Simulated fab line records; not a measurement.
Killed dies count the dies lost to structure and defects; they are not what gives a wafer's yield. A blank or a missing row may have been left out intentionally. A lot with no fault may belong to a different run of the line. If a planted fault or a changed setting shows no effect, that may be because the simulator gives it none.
Which tool was responsible?	flow nand harc	Sampling: 13 lots, 39 wafers, 5 of 1302 route steps

WHAT EACH GAUGE READ, for each wafer
NHARC_END_SORT_01. Usual: killed at array 55, standard deviation 20; killed at other 1.1, standard deviation 1.2; killed at periphery 3.8, standard deviation 2.8; killed dies 60, standard deviation 19; killed open 3.4, standard deviation 1.9; killed short 2.2, standard deviation 1.5.
lot	measured	on	killed at array	killed at other	killed at periphery	killed dies	killed open	killed short	flag
L203	day 27 10:55	prober-02	20 26 29	6 3 1	76 93 73	102 122 103	5 3 7	2 3 2	OFF
L206	day 29 11:46	prober-02	37 31 46	0 1 1	76 91 88	113 123 135	4 5 5	2 0 4	OFF

TOOL THAT RAN EACH LOT (tool first, then ch and the chambers of the sampled wafers, then the start)
lot	NHARC_P_CONTACT_CVD_23	NHARC_THIN_TSV_DEP_43	NHARC_THIN_TSV_ETCH_15	NHARC_THIN_TSV_CMP_21
L196	cvd w-02 ch 0,1, day 5 18:40	pecvd-04 ch 1,2, day 23 04:40	rie si-04 ch 0,2,3, day 23 06:25	cmp-03 ch 1,2,3, day 23 09:54
L197	cvd w-01 ch 0,1, day 6 10:22	pecvd-04 ch 0,2, day 23 23:53	rie si-06 ch 0,3, day 24 01:28	cmp-04 ch 0,3, day 24 05:45
L198	cvd w-02 ch 0,1, day 6 13:34	pecvd-04 ch 0,1, day 24 07:02	rie si-03 ch 1,2,3, day 24 08:35	cmp-01 ch 0,3, day 24 12:04
L203	cvd w-02 ch 0,1, day 9 05:25	pecvd-04 ch 0,2, day 26 18:45	rie si-04 ch 0,1,2, day 26 20:25	cmp-01 ch 0,1, day 26 23:54
L206	cvd w-02 ch 0,1, day 10 14:24	pecvd-03 ch 1,2, day 28 15:28	rie si-03 ch 0,1, day 28 17:04	cmp-04 ch 2,3, day 28 20:39
L210	cvd w-01 ch 0,1, day 11 21:58	pecvd-04 ch 0,1,2, day 30 02:29	rie si-03 ch 2,3, day 30 04:00	cmp-01 ch 0,2,3, day 30 08:10
L211	cvd w-01 ch 0,1, day 12 10:10	pecvd-03 ch 0,1,2, day 29 17:10	rie si-03 ch 0,3, day 29 18:49	cmp-04 ch 0,2,3, day 29 22:21
L213	cvd w-01 ch 0,1, day 13 04:14	pecvd-03 ch 0,1,2, day 30 21:51	rie si-04 ch 0,1, day 30 23:29	cmp-04 ch 0,2,3, day 31 03:04
L214	cvd w-01 ch 0,1, day 13 15:17	pecvd-01 ch 0,1,2, day 31 17:13	rie si-03 ch 0,1,2, day 31 18:52	cmp-04 ch 0,1,3, day 31 22:28
L215	cvd w-02 ch 0,1, day 13 15:59	pecvd-01 ch 0,1,2, day 31 09:10	rie si-06 ch 1,2,3, day 31 10:41	cmp-04 ch 0,2,3, day 31 14:11
L216	cvd w-02 ch 0,1, day 14 02:14	pecvd-01 ch 0,1,2, day 31 16:04	rie si-03 ch 0,1,2, day 31 17:32	cmp-03 ch 1,2,3, day 31 21:06
L218	cvd w-02 ch 0,1, day 15 06:26	pecvd-03 ch 1,2, day 32 22:04	rie si-03 ch 1,2, day 32 23:35	cmp-03 ch 0,1,2, day 33 03:08
L219	cvd w-01 ch 1, day 15 14:26	pecvd-04 ch 0,1,2, day 32 20:35	rie si-04 ch 0,1,2, day 32 22:11	cmp-03 ch 0,2, day 33 01:53
- NHARC_P_CONTACT_CVD_23: deposits W, target thk 200 nm, time 557 s.
- NHARC_THIN_TSV_DEP_43: deposits SiO2, target thk 1328.5 nm.
- NHARC_THIN_TSV_ETCH_15: target depth 3000 nm, bosch target overetch cycles 2, bosch etch step 2.8 s.
- NHARC_THIN_TSV_CMP_21: polishes, t overpolish 30 s, target thk 2000 nm.

AS READ BY THE TOOLS THEMSELVES (means over the sampled wafers that have a number; for cases with no such wafer, the mark the record gives instead)
NHARC_P_CONTACT_CVD_23. Usual: heater power outer w 283 W, standard deviation 34; heater power w 487 W, standard deviation 55; mfc h2 sccm 1601 sccm, standard deviation 4.5; mfc wf6 sccm 40.00 sccm, standard deviation 0.12; throttle valve pct 7.97 %, standard deviation 0.2.
lot	tool	heater power outer w (W)	heater power w (W)	mfc h2 sccm (sccm)	mfc wf6 sccm (sccm)	throttle valve pct (%)	flag
L196	cvd w-02	312	543	1600	39.88	8.08	
L197	cvd w-01	280	456	1599	40.02	7.80	
L198	cvd w-02	315	535	1601	39.92	7.85	
L203	cvd w-02	302	525	1596	39.88	8.15	
L206	cvd w-02	310	547	1601	40.08	8.05	
L210	cvd w-01	253	436	1601	40.01	7.99	
L211	cvd w-01	274	459	1601	40.06	7.98	
L213	cvd w-01	273	453	1603	40.09	7.96	
L214	cvd w-01	276	450	1600	40.01	7.84	
L215	cvd w-02	306	532	1598	40.04	7.98	
L216	cvd w-02	315	557	1596	40.12	7.88	
L218	cvd w-02	318	568	1604	39.95	7.83	
L219	cvd w-01	236	435	1602	40.03	7.95	

NHARC_THIN_TSV_DEP_43. Usual: throttle valve pct reads 16.1 % (standard deviation 0.4).
lot	tool	throttle valve pct (%)	flag
L196	pecvd-04	16.3	
L197	pecvd-04	16.3	
L198	pecvd-04	15.9	
L203	pecvd-04	16.2	
L206	pecvd-03	16.1	
L210	pecvd-04	16.4	
L211	pecvd-03	16.0	
L213	pecvd-03	16.1	
L214	pecvd-01	16.1	
L215	pecvd-01	15.9	
L216	pecvd-01	16.1	
L218	pecvd-03	15.4	
L219	pecvd-04	16.4	

NHARC_THIN_TSV_ETCH_15. Usual: drypump motor current A reads 5.6 A (standard deviation 0.33).
lot	tool	drypump motor current A (A)	flag
L196	rie si-04	5.3	
L197	rie si-06	5.3	
L198	rie si-03	5.8	
L203	rie si-04	5.2	
L206	rie si-03	5.6	
L210	rie si-03	5.9	
L211	rie si-03	5.8	
L213	rie si-04	5.1	
L214	rie si-03	5.7	
L215	rie si-06	5.7	
L216	rie si-03	5.7	
L218	rie si-03	5.7	
L219	rie si-04	5.2	

NHARC_THIN_TSV_CMP_21. Usual: motor current A 11.7 A, standard deviation 1.2; overpolish run s 30.001 s, standard deviation 0.0089; pad life wafers 192, standard deviation 120.
lot	tool	motor current A (A)	overpolish run s (s)	pad life wafers	flag
L196	cmp-03	11.7	29.995	307	
L197	cmp-04	13.9	30.009	174	
L198	cmp-01	11.1	29.993	342	
L203	cmp-01	10.9	29.999	162	
L206	cmp-04	12.4	30.004	254	
L210	cmp-01	10.9	30.009	86	
L211	cmp-04	12.9	30.003	362	
L213	cmp-04	12.9	29.995	116	
L214	cmp-04	12.9	29.998	182	
L215	cmp-04	12.6	29.999	145	
L216	cmp-03	11.6	30.009	404	
L218	cmp-03	10.9	29.992	79	
L219	cmp-03	11.4	30.004	68	

THE ANSWER, worked out from the rows above alone
Rule: take the mean of a lot's wafers that have a number; if it is more than 3 standard deviations from the usual mean, the lot is off. Also off: a lot with no number at a reading for which 4 or more lots have one. Where the step has rows for the other lots, those lots are counted as sound. First the gauges in route order, then the tools' own readings, where a lot's mean is used as printed above. At the first step where some lot is off, the reading lying furthest off is the one used; lots without a number count as furthest.
Off at NHARC_END_SORT_01 (killed at periphery): L203, L206. Neither off nor sound, because the step has no rows for them: L196, L197, L198, L210, L211, L213, L214, L215, L216, L218, L219.
A tool fits if, at a process step before that reading, it ran every lot that is off, and no sound lot after the first of them. Gauges at NHARC_END_SORT_01: tried the same way as those tools. Can't be told from this: 2 tools fit, cvd w-02 at NHARC_P_CONTACT_CVD_23, prober-02 at NHARC_END_SORT_01.

WHAT THE SIMULATOR HAD INSERTED
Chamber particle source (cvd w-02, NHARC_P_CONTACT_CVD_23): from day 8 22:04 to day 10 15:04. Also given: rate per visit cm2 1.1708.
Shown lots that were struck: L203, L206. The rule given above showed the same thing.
